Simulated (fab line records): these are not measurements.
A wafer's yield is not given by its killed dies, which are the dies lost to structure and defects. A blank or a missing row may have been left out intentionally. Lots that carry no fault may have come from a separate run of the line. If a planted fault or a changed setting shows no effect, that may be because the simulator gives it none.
Chamber matching || flow n5-finfet || 4 sister chambers for N5_BEOL_M0_SAQP_MANDREL1_REMOVE_100 on rie-si-04
The step chemistry HBr/Cl2/O2, target a-Si, stops on SiNx, bt time 10 s. 18 wafers are shown with their chamber, then 9 later ones without.

== WAFERS WITH THEIR CHAMBER ==
{"wafer": "L076.2", "chamber": 0, "drypump-motor-current-A (A)": 5.8, "throttle-valve-pct (%)": 37.3, "oes-product-au (a.u.)": 0.992}
{"wafer": "L076.3", "chamber": 1, "drypump-motor-current-A (A)": 6.5, "throttle-valve-pct (%)": 36.8, "oes-product-au (a.u.)": 1.017}
{"wafer": "L076.5", "chamber": 2, "drypump-motor-current-A (A)": 5.2, "throttle-valve-pct (%)": 36.7, "oes-product-au (a.u.)": 0.996}
{"wafer": "L075.4", "chamber": 1, "drypump-motor-current-A (A)": 6.5, "throttle-valve-pct (%)": 36.7, "oes-product-au (a.u.)": 1.012}
{"wafer": "L075.5", "chamber": 0, "drypump-motor-current-A (A)": 5.7, "throttle-valve-pct (%)": 37.3, "oes-product-au (a.u.)": 0.985}
{"wafer": "L075.6", "chamber": 1, "drypump-motor-current-A (A)": 6.5, "throttle-valve-pct (%)": 36.8, "oes-product-au (a.u.)": 1.007}
{"wafer": "L077.4", "chamber": 1, "drypump-motor-current-A (A)": 6.5, "throttle-valve-pct (%)": 36.7, "oes-product-au (a.u.)": 1.012}
{"wafer": "L077.5", "chamber": 0, "drypump-motor-current-A (A)": 5.8, "throttle-valve-pct (%)": 37.3, "oes-product-au (a.u.)": 0.987}
{"wafer": "L077.6", "chamber": 3, "drypump-motor-current-A (A)": 5.9, "throttle-valve-pct (%)": 37.3, "oes-product-au (a.u.)": 0.991}
{"wafer": "L082.2", "chamber": 2, "drypump-motor-current-A (A)": 5.2, "throttle-valve-pct (%)": 36.7, "oes-product-au (a.u.)": 1.009}
{"wafer": "L082.4", "chamber": 3, "drypump-motor-current-A (A)": 5.9, "throttle-valve-pct (%)": 37.3, "oes-product-au (a.u.)": 0.988}
{"wafer": "L082.5", "chamber": 1, "drypump-motor-current-A (A)": 6.5, "throttle-valve-pct (%)": 36.7, "oes-product-au (a.u.)": 1.016}
{"wafer": "L083.2", "chamber": 2, "drypump-motor-current-A (A)": 5.2, "throttle-valve-pct (%)": 36.7, "oes-product-au (a.u.)": 1.004}
{"wafer": "L083.3", "chamber": 0, "drypump-motor-current-A (A)": 5.8, "throttle-valve-pct (%)": 37.3, "oes-product-au (a.u.)": 0.985}
{"wafer": "L083.6", "chamber": 3, "drypump-motor-current-A (A)": 6.0, "throttle-valve-pct (%)": 37.2, "oes-product-au (a.u.)": 0.990}
{"wafer": "L084.2", "chamber": 3, "drypump-motor-current-A (A)": 5.9, "throttle-valve-pct (%)": 37.3, "oes-product-au (a.u.)": 0.986}
{"wafer": "L084.3", "chamber": 1, "drypump-motor-current-A (A)": 6.5, "throttle-valve-pct (%)": 36.7, "oes-product-au (a.u.)": 1.011}
{"wafer": "L084.4", "chamber": 2, "drypump-motor-current-A (A)": 5.2, "throttle-valve-pct (%)": 36.7, "oes-product-au (a.u.)": 0.991}

SIGNATURES (means of the wafers above)
{"reading": "drypump-motor-current-A", "chamber 0": 5.775, "chamber 1": 6.500, "chamber 2": 5.200, "chamber 3": 5.925, "scatter within a chamber": 0.0327}
{"reading": "throttle-valve-pct", "chamber 0": 37.300, "chamber 1": 36.733, "chamber 2": 36.700, "chamber 3": 37.275, "scatter within a chamber": 0.0386}
{"reading": "oes-product-au", "chamber 0": 0.98725, "chamber 1": 1.01250, "chamber 2": 1.00000, "chamber 3": 0.98875, "scatter within a chamber": 0.00468}
Rule: a wafer lies at a distance from a chamber equal to the root of the sum of squares, over the readings, of (its reading less the chamber's mean, divided by the reading's scatter). If the next closest chamber is less than 2 further off than the closest, the wafer can't be placed; otherwise it belongs to the closest. The scatter: the root of (the sum of the squares of (reading less its chamber's mean) over the shown wafers, divided by (wafers less chambers)).

== WAFERS MISSING THEIR CHAMBER ==
{"wafer": "L088.2", "drypump-motor-current-A (A)": 6.5, "throttle-valve-pct (%)": 36.7, "oes-product-au (a.u.)": 1.012}
{"wafer": "L088.3", "drypump-motor-current-A (A)": 5.2, "throttle-valve-pct (%)": 36.4, "oes-product-au (a.u.)": 0.995}
{"wafer": "L088.5", "drypump-motor-current-A (A)": 5.8, "throttle-valve-pct (%)": 37.3, "oes-product-au (a.u.)": 0.995}
{"wafer": "L091.1", "drypump-motor-current-A (A)": 5.9, "throttle-valve-pct (%)": 37.3, "oes-product-au (a.u.)": 0.999}
{"wafer": "L091.3", "drypump-motor-current-A (A)": 5.2, "throttle-valve-pct (%)": 36.5, "oes-product-au (a.u.)": 0.970}
{"wafer": "L091.6", "drypump-motor-current-A (A)": 5.8, "throttle-valve-pct (%)": 37.3, "oes-product-au (a.u.)": 0.972}
{"wafer": "L096.4", "drypump-motor-current-A (A)": 5.8, "throttle-valve-pct (%)": 37.3, "oes-product-au (a.u.)": 0.972}
{"wafer": "L096.5", "drypump-motor-current-A (A)": 5.9, "throttle-valve-pct (%)": 37.3, "oes-product-au (a.u.)": 0.983}
{"wafer": "L096.6", "drypump-motor-current-A (A)": 5.8, "throttle-valve-pct (%)": 37.3, "oes-product-au (a.u.)": 0.981}

== WHICH CHAMBER EACH WENT THROUGH ==
{"wafer": "L088.2", "from the rows above": 1, "in truth": 1}
{"wafer": "L088.3", "from the rows above": 2, "in truth": 2}
{"wafer": "L088.5", "from the rows above": 0, "in truth": 0}
{"wafer": "L091.1", "from the rows above": 3, "in truth": 3}
{"wafer": "L091.3", "from the rows above": 2, "in truth": 2}
{"wafer": "L091.6", "from the rows above": "can't be placed: 0 or 3", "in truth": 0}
{"wafer": "L096.4", "from the rows above": "can't be placed: 0 or 3", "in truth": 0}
{"wafer": "L096.5", "from the rows above": 3, "in truth": 3}
{"wafer": "L096.6", "from the rows above": 0, "in truth": 0}
Correct placement for 7 of the 9. Can't be placed from these rows: 2 (the true chamber is among the candidates in 2). Wrongly placed: 0.
